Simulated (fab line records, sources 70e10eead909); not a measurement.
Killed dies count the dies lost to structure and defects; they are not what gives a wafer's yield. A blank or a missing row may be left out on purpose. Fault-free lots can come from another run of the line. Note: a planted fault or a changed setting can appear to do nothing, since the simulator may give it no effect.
fab line records	flow nandHarc
record: lots: 12	wafers: 36	lastDay: 24
route steps=1159 shown A_CONTACT@902 END@1159
lots that met no fault: taken from a fault-free run of the same line
startH: start of the lot's first displayed wafer, in hours after the record's first day	waitH: how many hours have passed since the lot's step before this one	" the same as in the row above	L1.1+2: a single row standing in for several wafers	- no value, or no start given	* or withheld: withheld	< > ~ a bound
route shown NAME@n: NAME is a module with steps in the file, n the number in the route of the first one	usual: average and standard deviation across the fault-free wafers	same: alike in all rows	chamber/n: place in a boat	sites: readings site by site	_std_site: the values' standard deviation	_edge_site: outer sites' mean less inner sites'	radiusMm: how far each site lies from the wafer's centre	mask NAME#n: copy n	behind: the last tool/chamber to shape the wafer	hold: cause of the lot's hold/its duration in hours/its outcome	device: transistor that didn't switch, given as n, p or np	end of line: tests run on the same wafers once the route is complete	a step without rows: its recipe alone	killed: the dies lost at the first sort to structure and to defects; this is not the yield of the wafer	map: a wafer's dies, marking killed ones x, the rest . and places with no die _
set.NAME: the run value of the setting; set.NAME@STEP: its run value at that earlier step	model.NAME: the simulator's own value behind a step, which no gauge read
a sample of lots followed through the steps of the route, with each step as a table and each wafer as a row
services: when a tool's chamber went out of use (startH, in hours from the record's first day, below 0 if earlier), for how many hours, and the reason
== steps ==
step: NHARC_A_CONTACT_ETCH_77
recipe: targetDepthA: 726	timeS: 36.3	cf4FlowSccm: 100	chf3FlowSccm: 30	arFlowSccm: 0	rfW: 500	biasW: 200	chemistry: CF4/CHF3
usual: drypumpMotorCurrentA: 5.6/0.4	oesProductAu: 0.930/0.021	rfVppV: 369.7/2.3	showerheadPlenumPTorr: 1.55/0.062	throttleValvePct: 16.802/0.009
lot.wafer	tool	chamber	startH	waitH	drypumpMotorCurrentA	oesProductAu	rfHoursCounterH	rfVppV	showerheadPlenumPTorr	throttleValvePct
L572.1	rieDiel-04	1	-	-	6.0	0.980	33	372.9	1.59	16.815
L572.6	"	2	"	"	5.4	0.955	-	369.1	1.54	16.803
L572.5	"	3	"	"	5.6	0.957	-	370.3	1.58	16.808
L574.2	rieDiel-04	1	-	-	5.9	0.932	35	372.9	1.58	16.802
L574.4	"	3	"	"	5.6	0.905	32	369.6	1.58	16.795
L574.5	"	1	"	"	5.9	0.927	-	370.8	1.58	16.799
L575.1	rieDiel-03	3	-	-	5.7	0.930	33	367.2	1.49	16.794
L575.6	"	3	"	"	5.8	0.948	-	367.7	1.49	16.804
L575.5	"	0	"	"	5.1	0.946	-	368.4	1.54	16.782
L580.1	rieDiel-03	2	-	-	6.2	0.936	6	366.3	1.46	16.800
L580.3	"	3	"	"	5.8	0.894	5	367.0	1.49	16.807
L580.5	"	1	"	"	5.4	0.906	-	372.1	1.61	16.817
L579.3	rieDiel-03	3	-	-	5.7	0.892	6	367.0	1.49	16.808
L579.4	"	0	"	"	5.1	0.930	6	370.3	1.54	16.795
L579.5	"	3	"	"	5.7	0.906	-	368.6	1.49	16.801
L583.3	rieDiel-03	3	-	-	5.7	0.894	10	369.4	1.49	16.829
L583.6	"	2	"	"	6.2	0.940	-	366.5	1.46	16.808
L583.5	"	3	"	"	5.8	0.899	-	367.4	1.49	16.805
L587.1	rieDiel-03	3	-	-	5.8	0.894	14	367.3	1.49	16.805
L587.4	"	0	"	"	5.1	0.920	13	368.5	1.53	16.808
L587.5	"	2	"	"	6.2	0.933	-	367.3	1.46	16.805
L589.2	rieDiel-01	2	-	-	6.2	0.944	50	370.7	1.59	16.781
L589.4	"	3	"	"	5.0	0.924	52	368.1	1.47	16.806
L589.6	"	2	"	"	6.1	0.941	-	370.7	1.59	16.805
L588.2	rieDiel-03	2	-	-	6.2	0.949	17	367.0	1.46	16.821
L588.4	"	0	"	"	5.1	0.918	18	367.9	1.53	16.797
L588.6	"	1	"	"	5.4	0.921	-	372.6	1.60	16.796
L594.2	rieDiel-03	2	-	-	6.2	0.938	21	366.8	1.46	16.811
L594.5	"	3	"	"	5.8	0.914	-	367.1	1.49	16.815
L594.6	"	0	"	"	5.1	0.923	-	369.5	1.53	16.798
L592.4	rieDiel-03	2	-	-	6.2	0.941	21	367.5	1.46	16.801
L592.6	"	2	"	"	6.2	0.931	-	367.0	1.46	16.808
L592.5	"	3	"	"	5.7	0.906	-	368.1	1.49	16.796
L595.3	rieDiel-03	3	-	-	5.7	0.904	23	367.0	1.49	16.794
L595.4	"	1	"	"	5.4	0.921	24	369.9	1.60	16.807
L595.5	"	2	"	"	6.2	0.925	-	367.2	1.46	16.797
step: NHARC_A_CONTACT_ETCH_125
recipe: sourceW: withheld	pressureMtorr: 20	biasV: 1200	timeS: 155	targetDepthA: 9560	arFlowSccm: withheld	c4f8FlowSccm: withheld	o2FlowSccm: withheld	chemistry: C4F8/O2/Ar
usual: oesAirLineAu: 0.999/0.02
lot.wafer	tool	chamber	startH	waitH	oesAirLineAu	rfHoursCounterH
L572.1	harCapEtch-02	1	375.41	0.2	0.999	11
L572.5	"	0	"	"	0.988	-
L572.6	"	1	"	"	0.973	-
L574.2	harCapEtch-01	1	378.18	0.2	1.023	57
L574.4	"	0	"	"	1.025	-
L574.5	"	0	"	"	0.984	-
L575.1	harCapEtch-02	1	384.92	0.2	0.998	13
L575.6	"	1	"	"	0.999	-
L575.5	"	0	"	"	0.971	-
L580.1	harCapEtch-03	0	426.81	0.2	0.998	91
L580.3	"	0	"	"	0.985	-
L580.5	"	0	"	"	1.012	-
L579.4	harCapEtch-01	0	428.49	0.1	1.005	-
L579.3	"	1	"	"	1.025	-
L579.5	"	1	"	"	0.975	-
L583.3	harCapEtch-02	1	447.21	0.1	1.016	-
L583.6	"	0	"	"	0.981	-
L583.5	"	1	"	"	1.005	-
L587.1	harCapEtch-01	1	471.76	0.2	0.988	70
L587.4	"	1	"	"	0.985	-
L587.5	"	1	"	"	0.978	-
L589.2	harCapEtch-02	1	472.61	0.2	0.988	26
L589.4	"	1	"	"	0.993	-
L589.6	"	0	"	"	0.996	-
L588.2	harCapEtch-01	1	484.28	0.2	0.991	74
L588.4	"	0	"	"	0.985	-
L588.6	"	1	"	"	1.000	-
L594.2	harCapEtch-02	1	501.20	0.2	0.987	32
L594.5	"	1	"	"	1.008	-
L594.6	"	0	"	"	0.983	-
L592.4	harCapEtch-01	1	501.56	0.1	0.994	-
L592.6	"	1	"	"	0.990	-
L592.5	"	0	"	"	0.967	-
L595.3	harCapEtch-01	0	515.73	0.1	0.986	-
L595.4	"	1	"	"	1.010	-
L595.5	"	0	"	"	1.000	-
step: NHARC_A_CONTACT_ETCH_131
recipe: sourceW: withheld	pressureMtorr: 20	biasV: 1200	timeS: 155	targetDepthA: 9560	arFlowSccm: withheld	c4f8FlowSccm: withheld	o2FlowSccm: withheld	chemistry: C4F8/O2/Ar
usual: oesAirLineAu: 0.997/0.019
lot.wafer	tool	chamber	startH	waitH	oesAirLineAu	rfHoursCounterH
L572.1	harCapEtch-02	1	376.26	0.1	0.988	12
L572.5	"	0	"	"	0.979	-
L572.6	"	1	"	"	1.006	-
L574.2	harCapEtch-01	1	379.02	0.1	1.003	58
L574.4	"	0	"	"	0.986	-
L574.5	"	0	"	"	0.999	-
L575.1	harCapEtch-02	1	385.77	0.1	1.005	14
L575.6	"	1	"	"	1.025	-
L575.5	"	0	"	"	0.989	-
L580.1	harCapEtch-03	0	427.65	0.1	1.002	91
L580.3	"	0	"	"	0.988	-
L580.5	"	0	"	"	1.017	-
L579.4	harCapEtch-01	0	429.34	0.1	1.003	-
L579.3	"	1	"	"	1.022	-
L579.5	"	1	"	"	0.999	-
L583.3	harCapEtch-02	1	448.06	0.1	0.988	-
L583.6	"	0	"	"	0.993	-
L583.5	"	1	"	"	0.968	-
L587.1	harCapEtch-01	1	472.61	0.1	1.028	71
L587.4	"	1	"	"	1.005	-
L587.5	"	1	"	"	1.003	-
L589.2	harCapEtch-02	1	473.46	0.1	1.010	27
L589.4	"	1	"	"	1.024	-
L589.6	"	0	"	"	0.979	-
L588.2	harCapEtch-01	1	485.13	0.1	1.036	74
L588.4	"	0	"	"	1.018	-
L588.6	"	1	"	"	0.998	-
L594.2	harCapEtch-02	1	502.05	0.1	0.986	33
L594.5	"	1	"	"	1.015	-
L594.6	"	0	"	"	0.970	-
L592.4	harCapEtch-01	1	502.41	0.1	0.996	-
L592.6	"	1	"	"	0.993	-
L592.5	"	0	"	"	1.017	-
L595.3	harCapEtch-01	0	516.57	0.1	1.007	-
L595.4	"	1	"	"	1.004	-
L595.5	"	0	"	"	0.980	-
step: NHARC_A_CONTACT_ETCH_106
recipe: targetDepthA: 600	overetchA: 60	timeS: 33	ionEnergyEv: 100	cf4FlowSccm: 80	o2FlowSccm: 20	arFlowSccm: 0	rfW: 300	biasW: 100	chemistry: CF4/O2
usual: drypumpMotorCurrentA: 5.6/0.41	oesProductAu: 0.997/0.015	rfVppV: 197.4/1.4	showerheadPlenumPTorr: 1.32/0.055	throttleValvePct: 13.398/0.0092
lot.wafer	tool	chamber	startH	waitH	drypumpMotorCurrentA	oesProductAu	rfHoursCounterH	rfVppV	showerheadPlenumPTorr	throttleValvePct
L572.1	rieDiel-03	0	377.62	0.1	5.1	1.012	29	197.2	1.30	13.405
L572.5	"	2	"	"	6.2	1.000	-	194.9	1.24	13.399
L572.6	"	3	"	"	5.7	0.971	-	196.7	1.27	13.414
L574.4	rieDiel-04	2	380.38	0.1	5.4	0.999	37	196.1	1.30	13.396
L574.2	"	3	"	"	5.6	0.981	34	197.3	1.34	13.380
L574.5	"	2	"	"	5.4	1.007	-	198.3	1.30	13.392
L575.1	rieDiel-03	2	387.20	0.1	6.2	0.997	30	196.6	1.24	13.415
L575.6	"	3	"	"	5.8	0.973	-	196.1	1.27	13.390
L575.5	"	0	"	"	5.1	1.002	-	198.1	1.30	13.394
L580.3	rieDiel-03	1	429.17	0.2	5.4	0.988	7	197.4	1.36	13.398
L580.1	"	2	"	"	6.2	1.016	7	197.3	1.24	13.406
L580.5	"	0	"	"	5.1	0.924	-	196.0	1.30	13.406
L579.4	rieDiel-03	2	430.65	0.1	6.2	1.030	7	195.2	1.24	13.413
L579.3	"	0	"	"	5.1	0.923	6	197.1	1.30	13.404
L579.5	"	1	"	"	5.4	0.994	-	198.6	1.36	13.413
L583.3	rieDiel-01	0	449.56	0.1	5.8	0.966	44	198.8	1.36	13.404
L583.5	"	3	"	"	5.0	1.004	-	194.7	1.25	13.402
L583.6	"	0	"	"	5.8	0.987	-	197.8	1.36	13.394
L587.4	rieDiel-01	2	474.46	0.5	6.1	1.026	51	197.4	1.35	13.401
L587.1	"	1	"	"	5.3	1.008	55	199.1	1.42	13.397
L587.5	"	3	"	"	5.0	0.999	-	197.6	1.25	13.403
L589.4	rieDiel-04	2	475.39	0.1	5.4	0.995	0	196.7	1.30	13.407
L589.2	"	3	"	"	5.6	0.970	0	198.5	1.34	13.391
L589.6	"	2	"	"	5.4	0.990	-	197.8	1.30	13.402
L588.4	rieDiel-01	0	486.47	0.1	5.8	0.973	55	197.2	1.36	13.380
L588.2	"	2	"	"	6.1	1.003	55	197.5	1.35	13.404
L588.6	"	0	"	"	5.8	0.973	-	198.3	1.36	13.400
L594.2	rieDiel-04	2	503.45	0.1	5.4	0.990	14	195.8	1.29	13.415
L594.5	"	1	"	"	6.0	0.993	-	196.8	1.34	13.400
L594.6	"	2	"	"	5.4	1.008	-	197.5	1.29	13.382
L592.4	rieDiel-03	1	503.78	0.1	5.4	0.989	21	198.9	1.36	13.409
L592.6	"	1	"	"	5.4	0.996	-	199.0	1.36	13.394
L592.5	"	2	"	"	6.2	1.015	-	195.7	1.24	13.406
L595.3	rieDiel-01	0	517.97	0.1	5.8	0.979	6	198.1	1.36	13.393
L595.4	"	1	"	"	5.3	0.989	5	199.4	1.42	13.411
L595.5	"	3	"	"	5.0	0.975	-	195.5	1.25	13.398
step: NHARC_END_SORT_01
recipe: tempC: 25
usual: killedAtArray: 31/11	killedAtOther: 0.5/0.78	killedAtPeriphery: 3.0/2	killedDies: 34/12	killedOpen: 3.2/2	killedShort: 1.9/1.6
same: grossDies: 677
lot.wafer	tool	chamber	startH	waitH	hold	killedAtArray	killedAtOther	killedAtPeriphery	killedDies	killedOpen	killedShort
L572.1	prober-02	0	453.41	2.5	-	15	0	2	17	1	2
L572.5	prober-02	0	456.62	3.7	-	18	0	4	22	3	3
L572.6	prober-02	0	457.42	4.0	-	24	3	4	31	4	1
L574.2	prober-02	0	461.97	2.8	-	35	0	2	37	2	1
L574.4	prober-02	0	463.53	3.3	-	30	0	6	36	0	2
L574.5	prober-02	0	464.31	3.6	-	41	1	3	45	4	4
L579.3	prober-01	0	491.09	3.1	awaitDispo/2.0h/release	671	0	2	673	1	1
L579.4	prober-01	0	491.90	3.5	awaitDispo/2.0h/release	44	0	2	46	6	1
L579.5	prober-01	0	492.72	3.8	awaitDispo/2.0h/release	46	3	4	53	4	2
L580.1	prober-02	0	497.09	2.5	awaitDispo/8.5h/release	43	1	2	46	0	2
L580.3	prober-02	0	498.69	3.1	awaitDispo/8.5h/release	38	1	0	39	2	1
L580.5	prober-02	0	500.29	3.7	awaitDispo/8.5h/release	647	0	4	651	4	4
L587.1	prober-01	0	540.83	2.5	-	35	1	2	38	1	2
L587.4	prober-01	0	543.23	3.4	-	30	1	3	34	3	0
L587.5	prober-01	0	544.04	3.7	-	32	2	2	36	1	1
L589.2	prober-02	0	541.62	2.8	-	35	0	3	38	2	0
L589.4	prober-02	0	543.20	3.4	-	33	0	2	35	1	2
L589.6	prober-02	0	544.78	3.9	-	29	0	3	32	3	0
L588.2	prober-02	0	557.20	2.8	-	34	0	3	37	2	2
L588.4	prober-02	0	558.81	3.4	-	28	1	0	29	1	1
L588.6	prober-02	0	560.43	4.0	-	31	1	1	33	4	3
L594.2	prober-02	0	564.96	2.7	-	36	1	1	38	2	1
L594.5	prober-02	0	567.34	3.7	-	31	0	1	32	1	0
L594.6	prober-02	0	568.13	4.0	-	27	2	4	33	1	1
L592.4	prober-02	0	574.33	3.4	-	24	0	3	27	3	1
L592.5	prober-02	0	575.12	3.7	-	31	0	3	34	3	3
L592.6	prober-02	0	575.91	4.0	-	34	0	2	36	2	2
killed by level:class
L572.1 A_SLIT:chamberFilmFlake=11 A_CHANNEL_HOLE_D1:chamberFilmFlake=2 P_CONTACT:geometricParticle:open=1 A_CHANNEL_HOLE_D1:geometricParticle:short=1 A_CHANNEL_FILL_D1:geometricParticle:short=1 P_ZERO_WELL:chamberFilmFlake=1
L572.5 A_SLIT:chamberFilmFlake=10 P_ZERO_WELL:chamberFilmFlake=3 A_CHANNEL_HOLE_D1:geometricParticle:short=2 A_CHANNEL_FILL_D1:geometricParticle:open=1 A_WL_FILL:geometricParticle:short=1 A_M0:geometricParticle:open=1 A_M1:geometricParticle:open=1 P_GATE:chamberFilmFlake=1
L572.6 A_SLIT:chamberFilmFlake=8 A_CHANNEL_HOLE_D1:chamberFilmFlake=7 A_STAIRCASE:chamberFilmFlake=3 THIN_TSV:chamberFilmFlake=3 A_M0:geometricParticle:open=2 P_ZERO_WELL:chamberFilmFlake=2 A_CONTACT:chamberFilmFlake=2 P_CONTACT:geometricParticle:open=1
L574.2 A_CHANNEL_HOLE_D1:chamberFilmFlake=17 A_SLIT:chamberFilmFlake=10 A_CONTACT:chamberFilmFlake=4 P_BONDPAD:chamberFilmFlake=2 A_WL_FILL:geometricParticle:short=1 A_CONTACT:geometricParticle:open=1 A_BLC:geometricParticle:open=1 A_STAIRCASE:chamberFilmFlake=1
L574.4 A_CHANNEL_HOLE_D1:chamberFilmFlake=18 A_SLIT:chamberFilmFlake=6 P_BONDPAD:chamberFilmFlake=5 A_CONTACT:geometricParticle:short=2 A_CONTACT:chamberFilmFlake=2 P_STI:chamberFilmFlake=1 A_STAIRCASE:chamberFilmFlake=1 A_WL_FILL:chamberFilmFlake=1
L574.5 A_CHANNEL_HOLE_D1:chamberFilmFlake=12 A_SLIT:chamberFilmFlake=11 A_STAIRCASE:chamberFilmFlake=7 A_CONTACT:chamberFilmFlake=4 A_WL_FILL:geometricParticle:short=2 P_CONTACT:geometricParticle:open=1 P_M0:geometricParticle:open=1 A_ONON_D1:geometricParticle:short=1
L579.3 A_CONTACT:areaEtch=643 A_CHANNEL_HOLE_D1:chamberFilmFlake=12 A_SLIT:chamberFilmFlake=10 A_CONTACT:chamberFilmFlake=3 P_CONTACT:geometricParticle:short=1 P_M2:geometricParticle:open=1 A_CHANNEL_FILL_D1:chamberFilmFlake=1 A_STAIRCASE:chamberFilmFlake=1
L579.4 A_SLIT:chamberFilmFlake=17 A_CHANNEL_HOLE_D1:chamberFilmFlake=12 A_STAIRCASE:chamberFilmFlake=6 A_WL_FILL:chamberFilmFlake=3 A_CONTACT:geometricParticle:open=2 P_M0:geometricParticle:open=1 P_M2:geometricParticle:open=1 A_CHANNEL_FILL_D1:geometricParticle:short=1
L579.5 A_CHANNEL_HOLE_D1:chamberFilmFlake=19 A_SLIT:chamberFilmFlake=12 A_STAIRCASE:chamberFilmFlake=4 A_CONTACT:chamberFilmFlake=4 A_CONTACT:geometricParticle:open=2 P_GATE:chamberFilmFlake=2 A_WL_FILL:chamberFilmFlake=2 THIN_TSV:chamberFilmFlake=2
L580.1 A_CHANNEL_HOLE_D1:chamberFilmFlake=20 A_SLIT:chamberFilmFlake=12 A_STAIRCASE:chamberFilmFlake=7 A_WL_FILL:geometricParticle:short=2 A_CONTACT:chamberFilmFlake=2 P_ZERO_WELL:chamberFilmFlake=1 P_GATE:chamberFilmFlake=1 THIN_TSV:chamberFilmFlake=1
L580.3 A_SLIT:chamberFilmFlake=15 A_CHANNEL_HOLE_D1:chamberFilmFlake=12 A_STAIRCASE:chamberFilmFlake=7 A_WL_FILL:geometricParticle:short=1 A_CONTACT:geometricParticle:open=1 A_BLC:geometricParticle:open=1 A_CONTACT:chamberFilmFlake=1 THIN_TSV:chamberFilmFlake=1
L580.5 A_CONTACT:areaEtch=596 A_CHANNEL_HOLE_D1:chamberFilmFlake=23 A_SLIT:chamberFilmFlake=14 A_STAIRCASE:chamberFilmFlake=6 A_WL_FILL:geometricParticle:open=3 P_CONTACT:geometricParticle:short=2 A_CONTACT:chamberFilmFlake=2 P_M0:geometricParticle:open=1
L587.1 A_SLIT:chamberFilmFlake=16 A_STAIRCASE:chamberFilmFlake=6 A_CHANNEL_HOLE_D1:chamberFilmFlake=4 A_CONTACT:chamberFilmFlake=3 A_WL_FILL:chamberFilmFlake=3 P_M0:geometricParticle:short=1 A_WL_FILL:geometricParticle:open=1 A_CONTACT:geometricParticle:short=1
L589.2 A_SLIT:chamberFilmFlake=20 A_CHANNEL_HOLE_D1:chamberFilmFlake=6 A_CONTACT:chamberFilmFlake=6 P_GATE:geometricParticle:open=1 P_M2:geometricParticle:open=1 P_M1:chamberFilmFlake=1 A_CHANNEL_FILL_D1:chamberFilmFlake=1 A_STAIRCASE:chamberFilmFlake=1
L589.4 A_SLIT:chamberFilmFlake=16 A_CHANNEL_HOLE_D1:chamberFilmFlake=7 A_CONTACT:chamberFilmFlake=5 A_CHANNEL_FILL_D1:chamberFilmFlake=2 P_CONTACT:geometricParticle:open=1 P_CONTACT:geometricParticle:short=1 A_CONTACT:geometricParticle:short=1 A_STAIRCASE:chamberFilmFlake=1
L587.4 A_SLIT:chamberFilmFlake=17 A_CONTACT:chamberFilmFlake=5 A_CHANNEL_HOLE_D1:chamberFilmFlake=4 A_STAIRCASE:chamberFilmFlake=2 P_GATE:geometricParticle:open=1 P_M2:geometricParticle:open=1 A_CHANNEL_FILL_D1:geometricParticle:open=1 P_M1:chamberFilmFlake=1
L587.5 A_SLIT:chamberFilmFlake=18 A_STAIRCASE:chamberFilmFlake=6 A_CHANNEL_HOLE_D1:chamberFilmFlake=5 THIN_TSV:chamberFilmFlake=2 P_M1:geometricParticle:short=1 A_CHANNEL_FILL_D1:geometricParticle:open=1 P_M1:chamberFilmFlake=1 A_CHANNEL_FILL_D1:chamberFilmFlake=1
L589.6 A_SLIT:chamberFilmFlake=16 A_CHANNEL_HOLE_D1:chamberFilmFlake=5 A_CONTACT:chamberFilmFlake=3 A_STAIRCASE:chamberFilmFlake=2 P_CONTACT:geometricParticle:open=1 A_CHANNEL_FILL_D1:geometricParticle:open=1 A_CONTACT:geometricParticle:open=1 P_ZERO_WELL:chamberFilmFlake=1
L588.2 A_CHANNEL_HOLE_D1:chamberFilmFlake=23 A_CONTACT:chamberFilmFlake=6 A_ONON_D1:geometricParticle:short=2 P_CONTACT:geometricParticle:open=1 A_CHANNEL_FILL_D1:geometricParticle:open=1 P_GATE:chamberFilmFlake=1 P_M1:chamberFilmFlake=1 A_ZERO_WELL:chamberFilmFlake=1
L588.4 A_CHANNEL_HOLE_D1:chamberFilmFlake=20 A_CONTACT:chamberFilmFlake=5 A_ONON_D1:geometricParticle:short=1 A_M0:geometricParticle:open=1 A_CHANNEL_FILL_D1:chamberFilmFlake=1 THIN_TSV:chamberFilmFlake=1
L588.6 A_CHANNEL_HOLE_D1:chamberFilmFlake=20 A_CONTACT:chamberFilmFlake=3 A_M0:geometricParticle:open=2 A_ONON_D1:geometricParticle:open=1 A_ONON_D1:geometricParticle:short=1 A_CHANNEL_FILL_D1:geometricParticle:open=1 A_WL_FILL:geometricParticle:short=1 A_M1:geometricParticle:short=1
L594.2 A_SLIT:chamberFilmFlake=18 A_CHANNEL_HOLE_D1:chamberFilmFlake=8 A_ONON_D1:geometricParticle:open=2 A_CHANNEL_FILL_D1:chamberFilmFlake=2 A_STAIRCASE:chamberFilmFlake=2 A_WL_FILL:chamberFilmFlake=2 A_WL_FILL:geometricParticle:short=1 P_STI:chamberFilmFlake=1
L594.5 A_SLIT:chamberFilmFlake=25 A_WL_FILL:chamberFilmFlake=3 A_CHANNEL_HOLE_D1:chamberFilmFlake=2 A_CONTACT:geometricParticle:open=1 P_M2:chamberFilmFlake=1
L594.6 A_SLIT:chamberFilmFlake=19 A_CHANNEL_HOLE_D1:chamberFilmFlake=5 P_M2:chamberFilmFlake=2 THIN_TSV:chamberFilmFlake=2 P_M1:geometricParticle:open=1 A_CHANNEL_HOLE_D1:geometricParticle:short=1 P_STI:chamberFilmFlake=1 A_CHANNEL_FILL_D1:chamberFilmFlake=1
L592.4 A_CHANNEL_HOLE_D1:chamberFilmFlake=7 A_SGD_CUT:chamberFilmFlake=4 A_BLC:chamberFilmFlake=3 A_M0:chamberFilmFlake=3 P_GATE:chamberFilmFlake=2 A_CONTACT:chamberFilmFlake=2 P_BONDPAD:chamberFilmFlake=1 A_ONON_D1:geometricParticle:open=1
L592.5 A_BLC:chamberFilmFlake=9 A_CHANNEL_HOLE_D1:chamberFilmFlake=8 A_CONTACT:chamberFilmFlake=4 A_SGD_CUT:chamberFilmFlake=3 A_WL_FILL:geometricParticle:short=2 A_M0:chamberFilmFlake=2 P_CONTACT:geometricParticle:open=1 P_M0:geometricParticle:open=1
L592.6 A_CHANNEL_HOLE_D1:chamberFilmFlake=9 A_CONTACT:chamberFilmFlake=8 A_M0:chamberFilmFlake=6 A_BLC:chamberFilmFlake=5 A_SGD_CUT:chamberFilmFlake=2 P_CONTACT:geometricParticle:short=1 A_CHANNEL_FILL_D1:geometricParticle:short=1 A_CHANNEL_FILL_D1:geometricParticle:open=1
== services ==
tool	chamber	startH	hours	kind
rieDiel-03	-	360.97	0.3	repair
rieDiel-03	0	371.36	-	clean
rieDiel-03	1	371.36	-	clean
rieDiel-03	2	371.36	-	clean
rieDiel-03	3	371.36	-	clean
rieDiel-01	0	390.21	8.2	repair
rieDiel-03	-	392.33	9.0	pm
rieDiel-03	0	392.33	9.0	ventCycle
rieDiel-03	1	392.33	9.0	ventCycle
rieDiel-03	2	392.33	9.0	ventCycle
rieDiel-03	3	392.33	9.0	ventCycle
rieDiel-03	0	401.33	-	clean
rieDiel-03	1	401.33	-	clean
rieDiel-03	2	401.33	-	clean
rieDiel-03	3	401.33	-	clean
rieDiel-03	0	425.99	-	clean
rieDiel-03	1	425.99	-	clean
rieDiel-03	2	425.99	-	clean
rieDiel-03	3	425.99	-	clean
rieDiel-03	0	450.49	-	clean
rieDiel-03	1	450.49	-	clean
rieDiel-04	-	465.97	9.0	pm
rieDiel-03	3	487.55	4.3	repair
rieDiel-01	-	491.88	9.0	pm
== key ==
firstSign: step: NHARC_A_CONTACT_ETCH_106	reading: oesProductAu	direction: down	sigmas: 4.9	usual: 0.997	struck: 0.923
effect: step: NHARC_END_SORT_01	reading: killedAtArray	direction: up	sigmas: 57	usual: 31	struck: 659
moreKillsBornAt: NHARC_A_CONTACT_ETCH_106@rieDiel-03: 1239
metAt NHARC_A_CONTACT_ETCH_106
struckLots L579,L580
struckWafers L579.3,L580.5
laterRowsLeftOut L579.3,L580.5
testerLeftOut L579,L580
notActingAt NHARC_A_CONTACT_ETCH_77,NHARC_A_CONTACT_ETCH_125,NHARC_A_CONTACT_ETCH_131
onsetBetween 387.20 429.17
fault: kind: processParameterDrift	tool: rieDiel-03	chamber: 0	onsetH: 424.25	steps: NHARC_A_CONTACT_ETCH_106	channel: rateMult	offset: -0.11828	shape: step	endH: 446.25
testerLeftOut: of these lots the tester's yield and bins aren't shown, on N5 and GAA mostly nor the transistor test; their killed dies are dies lost to structure and defects alone, not to doping, threshold or leakage, so they don't give the yield
laterRowsLeftOut: the simulator's readings of these wafers behind a module that went badly wrong aren't trusted and aren't shown, but for the sort
